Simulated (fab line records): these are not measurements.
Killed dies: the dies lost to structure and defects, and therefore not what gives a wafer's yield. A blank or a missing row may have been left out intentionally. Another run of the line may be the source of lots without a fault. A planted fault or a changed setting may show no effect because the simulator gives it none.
fab line records ; flow nand_harc
record lots=12; wafers=36; last_day=33
route steps=1302 shown A_CHANNEL_FILL_D1@495 A_DECK1_JOINT@530 END@1302
lots with no fault: from the same line, run without faults
start_h: the number of hours between the record's first day and the start of the first shown wafer of the lot ; wait_h: hours since the lot's step before ; " repeats the value in the row above ; L1.1+2: one row covering several wafers at once ; - no value, or no start was given ; * or withheld: withheld ; < > ~ a bound
route shown NAME@n: names a module that has steps shown in the file, with the first one's number in the route ; usual: mean/standard deviation of fault-free wafers ; same: alike in all rows ; chamber/n: place in a boat ; sites: each site's reading ; _std_site: the values' standard deviation ; _edge_site: inner sites' mean taken away from outer sites' mean ; radius_mm: how far each site lies from the wafer's centre ; mask NAME#n: copy n ; behind: tool/chamber where the wafer was last shaped ; hold: reason for holding the lot/hours on hold/outcome of the hold ; device: names the non-switching transistor (n, p or np) ; end of line: the route-end tests of the same wafers ; step lacking rows: just its recipe ; killed: count of dies lost to structure and defects at first sort (not the wafer's yield) ; map: dies across one wafer; x = killed, . = not, _ = none there
set.NAME: the setting the step ran with; set.NAME@STEP: the setting that earlier step ran with ; model.NAME: the simulator's own value behind a step, which no gauge read
one table for each step of the route and one row for each wafer, over a sample of lots
services: a tool's chamber out of use, with start hour (start_h, from the record's first day; less than 0 if before it), hours out, and reason
## steps
# step NHARC_A_CHANNEL_FILL_D1_ALD_15
# recipe target_thk_a=20; pulse_time_s=60; ald_cycles=19; temp_c=630; pressure_torr=2; material=SiNx
# usual precursor_pulse_height_rel=0.999/0.019
# same pulse_time_s=60
lot.wafer;tool;chamber;start_h;wait_h;precursor_pulse_height_rel
L156.2;ald_sin_batch-03;0;-;-;1.008
L156.3;ald_sin_batch-03;0;-;-;1.009
L156.6;ald_sin_batch-03;0;-;-;1.002
L157.1;ald_sin_batch-02;0;-;-;1.030
L157.3;ald_sin_batch-02;0;-;-;0.979
L157.6;ald_sin_batch-02;0;-;-;0.986
L158.3;ald_sin_batch-03;0;-;-;0.990
L158.5;ald_sin_batch-03;0;-;-;0.999
L158.6;ald_sin_batch-03;0;-;-;0.981
L163.1;ald_sin_batch-02;0;-;-;1.010
L163.2;ald_sin_batch-02;0;-;-;1.002
L163.6;ald_sin_batch-02;0;-;-;1.009
L166.2;ald_sin_batch-01;0;-;-;1.010
L166.4;ald_sin_batch-01;0;-;-;1.046
L166.5;ald_sin_batch-01;0;-;-;1.009
L171.3;ald_sin_batch-02;0;-;-;0.991
L171.5;ald_sin_batch-02;0;-;-;0.988
L171.6;ald_sin_batch-02;0;-;-;1.016
L172.1;ald_sin_batch-02;0;-;-;1.016
L172.2;ald_sin_batch-02;0;-;-;0.972
L172.6;ald_sin_batch-02;0;-;-;1.001
L173.2;ald_sin_batch-02;0;-;-;1.006
L173.4;ald_sin_batch-02;0;-;-;0.973
L173.5;ald_sin_batch-02;0;-;-;1.027
L174.2;ald_sin_batch-03;0;-;-;0.995
L174.5;ald_sin_batch-03;0;-;-;1.041
L174.6;ald_sin_batch-03;0;-;-;0.971
L175.1;ald_sin_batch-02;0;-;-;0.983
L175.5;ald_sin_batch-02;0;-;-;1.009
L175.6;ald_sin_batch-02;0;-;-;0.984
L176.1;ald_sin_batch-01;0;-;-;1.022
L176.3;ald_sin_batch-01;0;-;-;0.999
L176.6;ald_sin_batch-01;0;-;-;1.013
L178.1;ald_sin_batch-02;0;-;-;0.990
L178.2;ald_sin_batch-02;0;-;-;1.022
L178.6;ald_sin_batch-02;0;-;-;1.031
# step NHARC_A_CHANNEL_FILL_D1_ETCHBACK_08
# recipe target_depth_a=2200; time_s=110; c4f8_flow_sccm=20; ar_flow_sccm=withheld; rf_w=600; bias_w=300; chemistry=C4F8
# usual oes_product_au=0.96/0.036; rf_vpp_V=439.9/2.1
lot.wafer;tool;chamber;start_h;wait_h;oes_product_au;rf_hours_counter_h;rf_vpp_V
L156.3;rie_diel-10;0;-;-;0.91;9.3;443.0
L156.2;rie_diel-10;1;-;-;0.92;10.7;440.7
L156.6;rie_diel-10;0;-;-;0.92;-;442.9
L157.1;rie_diel-02;1;-;-;1.00;0.8;442.4
L157.3;rie_diel-02;2;-;-;1.01;0.9;441.6
L157.6;rie_diel-02;1;-;-;1.01;-;442.0
L158.3;rie_diel-10;3;-;-;0.99;0.0;441.8
L158.6;rie_diel-10;1;-;-;0.98;-;441.1
L158.5;rie_diel-10;2;-;-;1.01;-;440.0
L163.2;rie_diel-02;2;-;-;0.99;2.9;439.9
L163.1;rie_diel-02;3;-;-;0.99;2.7;436.9
L163.6;rie_diel-02;1;-;-;0.99;-;440.5
L166.2;rie_diel-02;1;-;-;0.92;5.3;440.6
L166.4;rie_diel-02;2;-;-;0.92;4.9;439.4
L166.5;rie_diel-02;0;-;-;0.92;-;440.0
L172.1;rie_diel-02;0;-;-;1.01;7.5;439.8
L172.2;rie_diel-02;1;-;-;0.92;7.9;441.4
L172.6;rie_diel-02;3;-;-;0.93;-;436.8
L171.3;rie_diel-01;0;-;-;0.99;0.4;436.5
L171.6;rie_diel-01;3;-;-;0.99;-;442.4
L171.5;rie_diel-01;0;-;-;1.00;-;437.5
L173.4;rie_diel-01;1;-;-;1.00;0.5;436.6
L173.2;rie_diel-01;2;-;-;0.99;0.4;442.7
L173.5;rie_diel-01;1;-;-;0.99;-;438.0
L174.2;rie_diel-01;0;-;-;1.00;1.8;436.8
L174.6;rie_diel-01;1;-;-;0.99;-;437.6
L174.5;rie_diel-01;2;-;-;1.00;-;442.1
L175.1;rie_diel-01;3;-;-;0.93;1.5;441.9
L175.5;rie_diel-01;0;-;-;0.92;-;438.0
L175.6;rie_diel-01;1;-;-;0.93;-;438.1
L176.1;rie_diel-02;2;-;-;0.92;1.5;440.6
L176.3;rie_diel-02;3;-;-;0.92;1.4;437.4
L176.6;rie_diel-02;3;-;-;0.93;-;437.1
L178.1;rie_diel-01;1;-;-;0.92;3.6;437.0
L178.2;rie_diel-01;2;-;-;0.92;2.9;441.1
L178.6;rie_diel-01;0;-;-;0.92;-;437.7
# step NHARC_A_DECK1_JOINT_ETCHBACK_00
# recipe target_depth_a=300; time_s=17.4; hbr_flow_sccm=150; rf_w=350; icp_w=350; bias_w=60; chemistry=HBr
# usual drypump_motor_current_A=5.6/0.54; oes_product_au=1.003/0.011; throttle_valve_pct=23.265/0.0088
lot.wafer;tool;chamber;start_h;wait_h;drypump_motor_current_A;oes_product_au;rf_hours_counter_h;throttle_valve_pct
L157.1;rie_si-03;2;255.72;0.1;5.5;1.008;0.2;23.258
L157.3;rie_si-03;0;255.72;0.1;5.4;0.995;0.1;23.268
L157.6;rie_si-03;3;255.72;0.1;6.3;1.010;-;23.249
L156.3;rie_si-01;0;255.74;0.1;4.7;0.998;0.3;23.275
L156.2;rie_si-01;1;255.74;0.1;6.0;0.985;0.3;23.264
L156.6;rie_si-01;3;255.74;0.1;6.3;1.005;-;23.281
L158.3;rie_si-01;3;280.70;0.1;6.3;1.004;0.5;23.279
L158.6;rie_si-01;3;280.70;0.1;6.3;1.014;-;23.264
L158.5;rie_si-01;0;280.70;0.1;4.7;1.006;-;23.246
L163.1;rie_si-03;1;309.38;0.1;5.4;0.996;0.5;23.262
L163.2;rie_si-03;2;309.38;0.1;5.5;1.028;0.5;23.260
L163.6;rie_si-03;0;309.38;0.1;5.4;1.001;-;23.254
L166.4;rie_si-03;1;348.85;0.1;5.4;1.003;0.8;23.281
L166.2;rie_si-03;3;348.85;0.1;6.3;1.014;0.5;23.268
L166.5;rie_si-03;2;348.85;0.1;5.5;1.011;-;23.270
L171.3;rie_si-01;3;410.41;0.1;6.3;0.998;0.2;23.267
L171.6;rie_si-01;2;410.41;0.1;5.0;1.022;-;23.262
L171.5;rie_si-01;3;410.41;0.1;6.3;1.006;-;23.269
L172.2;rie_si-03;3;410.42;0.1;6.3;1.005;0.0;23.277
L172.1;rie_si-03;0;410.42;0.1;5.4;1.013;0.0;23.262
L172.6;rie_si-03;3;410.42;0.1;6.3;1.005;-;23.272
L173.4;rie_si-01;2;423.82;0.1;4.9;1.031;0.3;23.272
L173.2;rie_si-01;3;423.82;0.1;6.4;1.016;0.3;23.262
L173.5;rie_si-01;1;423.82;0.1;6.0;0.993;-;23.280
L175.1;rie_si-01;0;443.86;0.1;4.7;1.007;0.5;23.271
L175.6;rie_si-01;0;443.86;0.1;4.7;0.998;-;23.255
L175.5;rie_si-01;1;443.86;0.1;6.0;0.994;-;23.251
L174.2;rie_si-03;1;443.90;0.1;5.4;0.986;0.3;23.277
L174.5;rie_si-03;0;443.90;0.1;5.4;1.007;-;23.278
L174.6;rie_si-03;2;443.90;0.1;5.5;1.011;-;23.262
L176.1;rie_si-03;3;461.52;0.1;6.3;1.012;0.2;23.269
L176.3;rie_si-03;0;461.52;0.1;5.4;1.007;0.3;23.277
L176.6;rie_si-03;0;461.52;0.1;5.4;1.014;-;23.272
L178.1;rie_si-05;1;476.81;0.1;5.0;0.994;1.1;23.257
L178.2;rie_si-05;2;476.81;0.1;6.5;0.998;1.1;23.272
L178.6;rie_si-05;0;476.81;0.1;5.9;0.988;-;23.275
# step NHARC_A_DECK1_JOINT_CMP_02
# recipe material=SiOx
# usual motor_current_A=12.2/0.95; slurry_filter_dp_kPa=13.48/0.12
lot.wafer;tool;chamber;start_h;wait_h;motor_current_A;slurry_filter_dp_kPa
L157.3;cmp-04;2;280.38;0.4;12.1;13.47
L157.1;cmp-04;0;280.38;0.4;11.9;13.41
L157.6;cmp-04;2;280.38;0.4;12.2;13.58
L156.3;cmp-02;1;280.40;0.4;12.4;13.33
L156.2;cmp-02;3;280.40;0.4;11.4;13.39
L156.6;cmp-02;0;280.40;0.4;10.8;13.57
L158.3;cmp-01;0;302.16;0.4;13.5;13.62
L158.5;cmp-01;1;302.16;0.4;13.2;13.45
L158.6;cmp-01;2;302.16;0.4;13.7;13.54
L163.2;cmp-01;3;329.40;0.4;11.5;13.43
L163.1;cmp-01;0;329.40;0.4;14.0;13.30
L163.6;cmp-01;2;329.40;0.4;13.0;13.44
L166.4;cmp-01;1;374.70;0.4;13.3;13.39
L166.2;cmp-01;0;374.70;0.4;12.9;13.56
L166.5;cmp-01;1;374.70;0.4;12.7;13.62
L171.3;cmp-04;2;434.80;0.4;12.3;13.52
L171.5;cmp-04;2;434.80;0.4;11.7;13.38
L171.6;cmp-04;3;434.80;0.4;12.7;13.46
L172.1;cmp-04;1;434.98;0.5;13.1;13.64
L172.2;cmp-04;3;434.98;0.5;13.1;13.67
L172.6;cmp-04;0;434.98;0.5;12.2;13.57
L173.4;cmp-02;3;447.74;0.4;10.5;13.65
L173.2;cmp-02;0;447.74;0.4;9.9;13.40
L173.5;cmp-02;0;447.74;0.4;10.6;13.51
L174.2;cmp-02;3;465.97;0.4;11.4;13.31
L174.6;cmp-02;3;465.97;0.4;11.3;13.31
L174.5;cmp-02;0;465.97;0.4;10.3;13.55
L175.1;cmp-04;3;466.00;0.4;12.8;13.51
L175.6;cmp-04;2;466.00;0.4;12.1;13.54
L175.5;cmp-04;3;466.00;0.4;12.4;13.54
L176.1;cmp-04;2;485.87;0.4;11.5;13.57
L176.3;cmp-04;3;485.87;0.4;12.9;13.45
L176.6;cmp-04;3;485.87;0.4;12.1;13.24
L178.1;cmp-04;2;499.16;0.4;12.1;13.40
L178.2;cmp-04;3;499.16;0.4;13.7;13.61
L178.6;cmp-04;1;499.16;0.4;13.2;13.51
# step NHARC_A_DECK1_JOINT_INSPECT_05
# usual raw_defect_count=314/110
lot.wafer;tool;chamber;start_h;wait_h;raw_defect_count
L156.2;defect_inspect-02;-;281.08;0.0;351
L156.3;defect_inspect-02;-;281.08;0.0;334
L156.6;defect_inspect-02;-;281.08;0.0;385
L157.1;defect_inspect-02;-;281.11;0.0;236
L157.3;defect_inspect-02;-;281.11;0.0;530
L157.6;defect_inspect-02;-;281.11;0.0;485
L158.3;defect_inspect-02;-;302.79;0.0;256
L158.5;defect_inspect-02;-;302.79;0.0;266
L158.6;defect_inspect-02;-;302.79;0.0;315
L163.1;defect_inspect-02;-;330.06;0.0;302
L163.2;defect_inspect-02;-;330.06;0.0;247
L163.6;defect_inspect-02;-;330.06;0.0;431
L166.2;defect_inspect-02;-;375.51;0.0;457
L166.4;defect_inspect-02;-;375.51;0.0;1370
L166.5;defect_inspect-02;-;375.51;0.0;1608
L171.3;defect_inspect-01;-;435.51;0.0;355
L171.5;defect_inspect-01;-;435.51;0.0;253
L171.6;defect_inspect-01;-;435.51;0.0;265
L172.1;defect_inspect-02;-;435.68;0.0;355
L172.2;defect_inspect-02;-;435.68;0.0;355
L172.6;defect_inspect-02;-;435.68;0.0;221
L173.2;defect_inspect-02;-;448.45;0.0;214
L173.4;defect_inspect-02;-;448.45;0.0;226
L173.5;defect_inspect-02;-;448.45;0.0;443
L174.2;defect_inspect-02;-;466.68;0.0;184
L174.5;defect_inspect-02;-;466.68;0.0;160
L174.6;defect_inspect-02;-;466.68;0.0;191
L175.1;defect_inspect-01;-;466.76;0.0;527
L175.5;defect_inspect-01;-;466.76;0.0;441
L175.6;defect_inspect-01;-;466.76;0.0;427
L176.1;defect_inspect-02;-;486.58;0.0;191
L176.3;defect_inspect-02;-;486.58;0.0;239
L176.6;defect_inspect-02;-;486.58;0.0;315
L178.1;defect_inspect-02;-;499.98;0.0;273
L178.2;defect_inspect-02;-;499.98;0.0;287
L178.6;defect_inspect-02;-;499.98;0.0;342
# step NHARC_END_SORT_01
# recipe temp_c=25
# usual killed_at_array=65/19; killed_at_other=0.9/1.1; killed_at_periphery=3.5/2.3; killed_dies=69/19; killed_open=3.2/1.8; killed_short=2.4/1.5
# same gross_dies=677
lot.wafer;tool;chamber;start_h;wait_h;killed_at_array;killed_at_other;killed_at_periphery;killed_dies;killed_open;killed_short
L166.2;prober-02;0;684.67;2.8;84;0;3;87;4;2
L166.4;prober-02;0;686.26;3.4;517;0;1;518;5;2
L166.5;prober-02;0;687.05;3.7;530;1;1;532;3;0
# killed by level:class
L166.2 A_CHANNEL_HOLE_D1:chamber_film_flake=34 A_SLIT:chamber_film_flake=31 A_STAIRCASE:chamber_film_flake=7 A_CHANNEL_FILL_D1:chamber_film_flake=2 A_WL_FILL:chamber_film_flake=2 P_CONTACT:geometric_particle:short=1 A_ONON_D2:geometric_particle:open=1 A_SGD_CUT:geometric_particle:short=1
L166.4 A_DECK1_JOINT:unspecified=453 A_CHANNEL_HOLE_D1:chamber_film_flake=25 A_SLIT:chamber_film_flake=25 A_STAIRCASE:chamber_film_flake=4 A_ONON_D2:geometric_particle:open=2 A_CHANNEL_FILL_D2:geometric_particle:open=2 A_SGD_CUT:chamber_film_flake=2 A_DECK1_JOINT:geometric_particle:short=1
L166.5 A_DECK1_JOINT:unspecified=482 A_SLIT:chamber_film_flake=19 A_CHANNEL_HOLE_D1:chamber_film_flake=18 A_SGD_CUT:chamber_film_flake=3 A_STAIRCASE:chamber_film_flake=2 A_CONTACT:chamber_film_flake=2 P_CONTACT:geometric_particle:open=1 A_ONON_D2:geometric_particle:open=1
## services
tool;chamber;start_h;hours;kind
rie_si-01;-;193.02;9.0;pm
rie_diel-01;-;198.47;2.6;repair
rie_si-03;3;200.18;2.4;repair
rie_diel-01;-;203.80;9.0;pm
cmp-04;-;209.03;4.0;pm
rie_diel-02;-;216.70;9.0;pm
rie_diel-01;0;220.92;9.2;repair
rie_si-03;-;221.00;9.0;pm
rie_diel-02;-;228.63;0.2;repair
cmp-04;-;229.54;3.3;repair
rie_diel-02;-;254.42;1.1;repair
ald_sin_batch-02;-;268.96;26.0;pm
rie_diel-01;2;273.27;2.7;repair
rie_diel-01;-;276.56;0.2;repair
rie_si-03;3;296.36;16.9;repair
cmp-04;-;307.03;4.0;pm
cmp-04;-;324.17;5.4;repair
cmp-04;-;345.63;0.6;repair
rie_si-03;-;345.89;0.1;repair
cmp-04;-;368.56;0.6;repair
rie_si-03;-;398.00;9.0;pm
cmp-04;-;405.03;4.0;pm
rie_si-03;3;428.55;15.5;repair
rie_si-03;-;477.02;0.1;repair
## key
first_sign step=NHARC_A_DECK1_JOINT_INSPECT_05; reading=raw_defect_count; direction=up; sigmas=11; usual=314; struck=1489
effect step=NHARC_END_SORT_01; reading=killed_at_array; direction=up; sigmas=24; usual=65; struck=524
more_kills_born_at NHARC_A_DECK1_JOINT_CMP_02@cmp-01=935
met_at NHARC_A_DECK1_JOINT_CMP_02
struck_lots L166
struck_wafers L166.4,L166.5
tester_left_out L166
not_acting_at NHARC_A_CHANNEL_FILL_D1_ALD_15,NHARC_A_CHANNEL_FILL_D1_ETCHBACK_08,NHARC_A_DECK1_JOINT_ETCHBACK_00
onset_between 302.16 374.70
fault kind=chamber_particle_source; tool=cmp-01; chamber=1; onset_h=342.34; steps=NHARC_A_DECK1_JOINT_CMP_02; rate_per_visit_cm2=1.4519; end_h=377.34
# tester_left_out: of these lots the tester's yield and bins aren't shown, on N5 and GAA mostly nor the transistor test; their killed dies are dies lost to structure and defects alone, not to doping, threshold or leakage, so they don't give the yield
